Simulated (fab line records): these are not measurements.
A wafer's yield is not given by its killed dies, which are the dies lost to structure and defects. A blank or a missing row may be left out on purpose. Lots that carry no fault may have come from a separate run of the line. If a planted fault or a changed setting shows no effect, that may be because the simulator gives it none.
fab line records | flow nand_harc
[record] lots = 13 wafers = 38 last_day = 33
route steps=1302 shown A_CHANNEL_FILL_D1@493 A_DECK1_JOINT@542
lots untouched by any fault: they come from a run of this same line in which no faults occurred
start_h: start of the lot's first displayed wafer, in hours after the record's first day | wait_h: hours since the lot's step before | " the same as in the row above | L1.1+2: several wafers, shown together as one row | - either no value or no given start | * or withheld: withheld | < > ~ a bound
route shown NAME@n: a module of which the file shows steps, and the number in the route of the first | usual: mean/standard deviation taken from wafers without a fault | same: alike in all rows | chamber/n: place in a boat | sites: each site's reading | _std_site: their standard deviation | _edge_site: the outer-site mean with the inner-site mean subtracted | radius_mm: for every site, how far away it sits from the centre of the wafer | mask NAME#n: copy n | behind: tool/chamber where the wafer was last shaped | hold: what put the lot on hold/how long, in hours/how the hold closed | device: which transistor (n, p or np) failed to switch | end of line: the route-end tests of the same wafers | for a step that has no rows: nothing shown but its recipe | killed: at the first sort, the dies lost to defects and structure; wafer yield is something else | map: a wafer's dies, x killed, . not, _ none there
set.NAME: the setting the step ran with; set.NAME@STEP: the setting that earlier step ran with | model.NAME: the simulator's own value behind a step, which no gauge read
one table for each step of the route and one row for each wafer, over a sample of lots
services: a tool's chamber out of use, with start hour (start_h, from the record's first day; less than 0 if before it), hours out, and reason
[[steps]]
[step NHARC_A_CHANNEL_FILL_D1_ALD_03]
[recipe] target_thk_a = 60 pulse_time_s = 60 ald_cycles = 58 temp_c = 630 pressure_torr = 2 material = SiNx
[usual] precursor_pulse_height_rel = 1.002/0.02
// columns lot.wafer tool chamber start_h wait_h precursor_pulse_height_rel
L668.2 ald_sin_batch-01 0 - - 1.005
L668.4 " 0 " " 1.036
L668.6 " 0 " " 1.015
L669.2 ald_sin_batch-03 0 - - 1.008
L669.4 " 0 " " 1.018
L669.6 " 0 " " 0.992
L672.1 ald_sin_batch-03 0 - - 1.020
L672.5 " 0 " " 1.001
L672.6 " 0 " " 0.983
L673.2 ald_sin_batch-03 0 - - 0.999
L673.5 " 0 " " 1.016
L673.6 " 0 " " 1.004
L674.1 ald_sin_batch-02 0 - - 0.986
L674.2 " 0 " " 1.007
L674.3 " 0 " " 0.971
L675.1 ald_sin_batch-02 0 - - 1.001
L675.3 " 0 " " 0.999
L675.6 " 0 " " 0.993
L676.2 ald_sin_batch-01 0 - - 1.022
L676.4 " 0 " " 1.003
L676.6 " 0 " " 0.985
L678.1 ald_sin_batch-02 0 - - 0.989
L678.3 " 0 " " 1.004
L678.6 " 0 " " 0.992
L679.1 ald_sin_batch-02 0 - - 1.000
L679.2 " 0 " " 1.008
L679.6 " 0 " " 1.037
L681.3 ald_sin_batch-01 0 - - 0.977
L681.5 " 0 " " 0.996
L681.6 " 0 " " 0.961
L682.1 ald_sin_batch-01 0 - - 0.984
L682.3 " 0 " " 0.986
L682.5 " 0 " " 0.974
L685.2 ald_sin_batch-02 0 - - 0.998
L685.5 " 0 " " 1.019
L691.3 ald_sin_batch-01 0 - - 1.013
L691.4 " 0 " " 0.960
L691.6 " 0 " " 1.008
[step NHARC_A_CHANNEL_FILL_D1_ALD_14]
[recipe] target_thk_a = 25 pulse_time_s = 10 ald_cycles = 25 temp_c = 300 material = SiO2
[usual] heater_power_w = 467/51 precursor_pulse_height_rel = 1.000/0.019
// columns lot.wafer tool chamber start_h wait_h heater_power_w precursor_pulse_height_rel since_wet_clean_h
L668.2 ald_hk-04 0 199.07 0.5 436 1.035 113
L668.4 " 3 " " 452 0.964 113
L668.6 " 0 " " 454 0.992 -
L669.2 ald_hk-02 3 213.49 0.1 391 1.030 32
L669.4 " 1 " " 455 1.007 32
L669.6 " 2 " " 466 1.013 -
L673.2 ald_hk-03 3 241.56 0.1 579 0.988 16
L673.5 " 1 " " 489 1.004 -
L673.6 " 2 " " 467 0.998 -
L672.1 ald_hk-02 3 241.60 0.2 397 1.027 60
L672.5 " 0 " " 379 1.028 -
L672.6 " 1 " " 448 0.978 -
L674.3 ald_hk-02 0 263.01 0.0 384 0.994 81
L674.1 " 2 " " 464 0.995 81
L674.2 " 3 " " 385 1.031 81
L675.1 ald_hk-03 3 263.01 0.0 584 0.994 37
L675.3 " 1 " " 512 0.992 37
L675.6 " 0 " " 548 0.967 -
L676.4 ald_hk-04 2 286.14 0.3 480 1.018 20
L676.2 " 1 " " 410 0.993 21
L676.6 " 2 " " 488 0.995 -
L679.2 ald_hk-03 1 299.39 0.0 501 0.977 74
L679.1 " 2 " " 475 0.987 74
L679.6 " 2 " " 481 0.992 -
L678.1 ald_hk-02 1 299.43 0.1 456 0.990 118
L678.3 " 2 " " 465 0.978 118
L678.6 " 0 " " 377 1.023 -
L682.3 ald_hk-04 0 342.50 0.0 484 0.999 77
L682.1 " 1 " " 408 0.997 77
L682.5 " 0 " " 474 1.008 -
L681.3 ald_hk-02 1 342.57 0.1 458 0.997 161
L681.5 " 3 " " 399 0.992 -
L681.6 " 0 " " 377 0.986 -
L685.2 ald_hk-04 1 367.74 0.2 421 0.996 102
L685.5 " 3 " " 471 0.985 -
L691.4 ald_hk-04 2 422.39 0.1 499 1.033 157
L691.3 " 3 " " 469 1.007 157
L691.6 " 1 " " 416 1.039 -
[step NHARC_A_CHANNEL_FILL_D1_ALD_16]
[recipe] target_thk_a = 15 pulse_time_s = 10 ald_cycles = 15 temp_c = 300 material = SiO2
[usual] heater_power_w = 463/55 precursor_pulse_height_rel = 1.001/0.023
// columns lot.wafer tool chamber start_h wait_h heater_power_w precursor_pulse_height_rel since_wet_clean_h
L668.2 ald_hk-02 3 206.29 2.3 395 1.006 25
L668.4 " 0 " " 391 1.010 25
L668.6 " 3 " " 383 1.027 -
L669.4 ald_hk-04 0 218.65 0.1 441 0.981 133
L669.2 " 1 " " 423 1.039 133
L669.6 " 0 " " 454 1.003 -
L673.2 ald_hk-02 0 246.66 0.0 380 0.993 65
L673.6 " 0 " " 383 1.020 -
L673.5 " 1 " " 462 1.013 -
L672.1 ald_hk-02 1 246.90 0.3 447 1.010 65
L672.6 " 2 " " 464 1.013 -
L672.5 " 3 " " 405 1.035 -
L675.3 ald_hk-02 3 268.20 0.0 388 1.011 87
L675.1 " 0 " " 384 1.027 87
L675.6 " 0 " " 381 1.018 -
L674.3 ald_hk-04 1 268.20 0.0 421 1.037 3
L674.1 " 2 " " 480 0.997 3
L674.2 " 3 " " 455 1.031 3
L676.2 ald_hk-02 2 291.11 0.1 458 1.031 109
L676.4 " 0 " " 393 1.023 110
L676.6 " 2 " " 455 0.994 -
L678.3 ald_hk-02 0 304.58 0.0 392 1.043 123
L678.1 " 2 " " 466 0.994 123
L678.6 " 0 " " 389 1.024 -
L679.2 ald_hk-03 2 304.63 0.1 479 0.982 79
L679.1 " 3 " " 592 0.956 79
L679.6 " 1 " " 508 0.965 -
L681.3 ald_hk-03 3 347.68 0.1 576 1.000 122
L681.6 " 2 " " 476 1.019 -
L681.5 " 3 " " 597 0.993 -
L682.3 ald_hk-03 0 347.88 0.3 559 0.935 122
L682.1 " 1 " " 509 1.015 122
L682.5 " 2 " " 472 0.979 -
L685.2 ald_hk-02 1 372.84 0.1 483 0.988 12
L685.5 " 1 " " 494 1.022 -
L691.3 ald_hk-03 0 427.52 0.1 513 1.025 23
L691.4 " 1 " " 478 0.997 23
L691.6 " 2 " " 468 1.002 -
[step NHARC_A_DECK1_JOINT_DEP_16]
[recipe] target_thk_a = 450 temp_c = 400 pressure_torr = 6.5 rf_w = 900 teos_flow_sccm = 161.4 flow_sccm = 2650 target_thk_nm = 45 gas = O2 material = SiO2
[usual] heater_power_w = 530/100 throttle_valve_pct = 15.8/0.43
// columns lot.wafer tool chamber start_h wait_h heater_power_w since_wet_clean_h throttle_valve_pct
L668.2 pecvd-01 0 276.87 0.1 726 134 15.9
L668.6 " 2 " " 597 - 15.9
L668.4 " 0 " " 722 - 16.3
L669.2 pecvd-04 1 286.90 0.1 641 4 15.7
L669.4 " 1 " " 670 - 15.7
L669.6 " 2 " " 638 - 15.8
L673.2 pecvd-04 0 322.13 0.1 454 40 16.4
L673.5 " 0 " " 466 - 16.5
L673.6 " 1 " " 516 - 15.8
L672.1 pecvd-02 2 322.27 0.2 589 82 15.9
L672.5 " 0 " " 422 - 15.6
L672.6 " 1 " " 430 - 16.3
L674.2 pecvd-01 0 344.27 0.1 657 20 15.4
L674.1 " 2 " " 610 20 15.9
L674.3 " 0 " " 641 - 15.7
L675.1 pecvd-04 1 344.30 0.1 603 62 15.8
L675.3 " 2 " " 646 62 15.8
L675.6 " 1 " " 596 - 15.8
L676.2 pecvd-02 1 360.69 0.1 436 121 16.3
L676.6 " 2 " " 606 - 15.9
L676.4 " 0 " " 413 - 15.7
L678.1 pecvd-02 2 378.83 0.1 533 139 16.2
L678.3 " 1 " " 536 139 16.2
L678.6 " 2 " " 543 - 16.1
L679.2 pecvd-04 0 378.84 0.1 506 96 16.5
L679.1 " 1 " " 572 96 15.9
L679.6 " 2 " " 620 - 15.9
L682.1 pecvd-02 0 421.53 0.1 342 0 15.2
L682.3 " 1 " " 565 0 16.2
L682.5 " 1 " " 563 - 16.3
L681.3 pecvd-02 0 423.55 0.1 413 2 15.2
L681.5 " 2 " " 528 - 15.1
L681.6 " 1 " " 541 - 16.1
L685.2 pecvd-02 2 447.39 0.1 549 26 15.6
L685.5 " 2 " " 558 - 15.4
L691.3 pecvd-02 2 496.24 0.2 530 75 15.3
L691.4 " 1 " " 499 - 16.4
L691.6 " 0 " " 426 - 15.4
[step NHARC_A_DECK1_JOINT_THK_MEAS_17]
[recipe] thk_meas_gauge = ellipsometry
[usual] thk_nm = 45.0/1.1
// columns lot.wafer tool chamber start_h wait_h thk_nm
L668.2 film_metro-01 - 277.11 0.2 45.4
L668.4 " - " " 46.4
L668.6 " - " " 46.3
L669.2 film_metro-01 - 287.16 0.2 45.3
L669.4 " - " " 42.1
L669.6 " - " " 44.4
L673.2 film_metro-01 - 322.41 0.3 45.6
L673.5 " - " " 44.8
L673.6 " - " " 46.3
L672.1 film_metro-02 - 322.55 0.3 43.9
L672.5 " - " " 43.7
L672.6 " - " " 44.9
L675.1 film_metro-01 - 344.55 0.2 45.7
L675.3 " - " " 46.5
L675.6 " - " " 46.8
L674.1 film_metro-02 - 344.64 0.3 43.9
L674.2 " - " " 43.8
L674.3 " - " " 43.7
L676.2 film_metro-01 - 360.97 0.3 45.2
L676.4 " - " " 46.7
L676.6 " - " " 47.0
L679.1 film_metro-01 - 379.09 0.2 45.7
L679.2 " - " " 44.1
L679.6 " - " " 44.0
L678.1 film_metro-01 - 379.11 0.3 45.1
L678.3 " - " " 44.5
L678.6 " - " " 45.0
L682.1 film_metro-02 - 421.81 0.3 44.9
L682.3 " - " " 44.5
L682.5 " - " " 17.7
L681.3 film_metro-02 - 423.80 0.2 46.1
L681.5 " - " " 15.7
L681.6 " - " " 47.0
L685.2 film_metro-02 - 447.65 0.2 44.8
L685.5 " - " " 14.9
L691.3 film_metro-01 - 496.49 0.2 45.8
L691.4 " - " " 47.1
L691.6 " - " " 43.4
[[services]]
// columns tool chamber start_h hours kind
ald_hk-02 - 171.69 10.0 pm
ald_hk-02 0 171.69 10.0 vent_cycle
ald_hk-02 1 171.69 10.0 vent_cycle
ald_hk-02 2 171.69 10.0 vent_cycle
ald_hk-02 3 171.69 10.0 vent_cycle
ald_hk-02 0 181.69 - clean
ald_hk-02 1 181.69 - clean
ald_hk-03 - 215.67 10.0 pm
pecvd-02 - 218.23 0.7 repair
pecvd-02 - 227.13 13.0 pm
ald_hk-04 - 255.73 10.0 pm
ald_sin_batch-02 - 266.00 26.0 pm
pecvd-04 - 269.44 13.0 pm
ald_hk-04 - 305.45 0.3 repair
pecvd-01 - 311.00 13.0 pm
pecvd-04 - 337.53 2.8 repair
pecvd-04 2 347.69 5.7 repair
pecvd-02 - 408.13 13.0 pm
pecvd-01 - 424.07 3.4 repair
ald_sin_batch-02 - 425.05 8.3 repair
ald_hk-04 - 433.73 10.0 pm
pecvd-04 - 450.44 13.0 pm
pecvd-02 - 481.12 0.6 repair
pecvd-01 - 492.00 13.0 pm
[[key]]
[first_sign] step = NHARC_A_DECK1_JOINT_THK_MEAS_17 reading = thk_nm direction = down sigmas = 26 usual = 45.0 struck = 16.1
effect none on later readings
met_at NHARC_A_DECK1_JOINT_DEP_16
struck_lots L681,L682,L685
struck_wafers L681.5,L682.5,L685.5
tester_left_out L681,L682,L685
not_acting_at NHARC_A_CHANNEL_FILL_D1_ALD_03,NHARC_A_CHANNEL_FILL_D1_ALD_14,NHARC_A_CHANNEL_FILL_D1_ALD_16
onset_between 378.83 421.53
[fault] kind = process_parameter_drift tool = pecvd-02 chamber = - onset_h = 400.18 steps = NHARC_A_DECK1_JOINT_DEP_16 channel = target_thk_nm offset = -29.151 shape = step end_h = 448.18 scope = struck_wafers_only acts_in = these_recipes_only stated = 45
// tester_left_out: of these lots the tester's yield and bins aren't shown, on N5 and GAA mostly nor the transistor test; their killed dies are dies lost to structure and defects alone, not to doping, threshold or leakage, so they don't give the yield
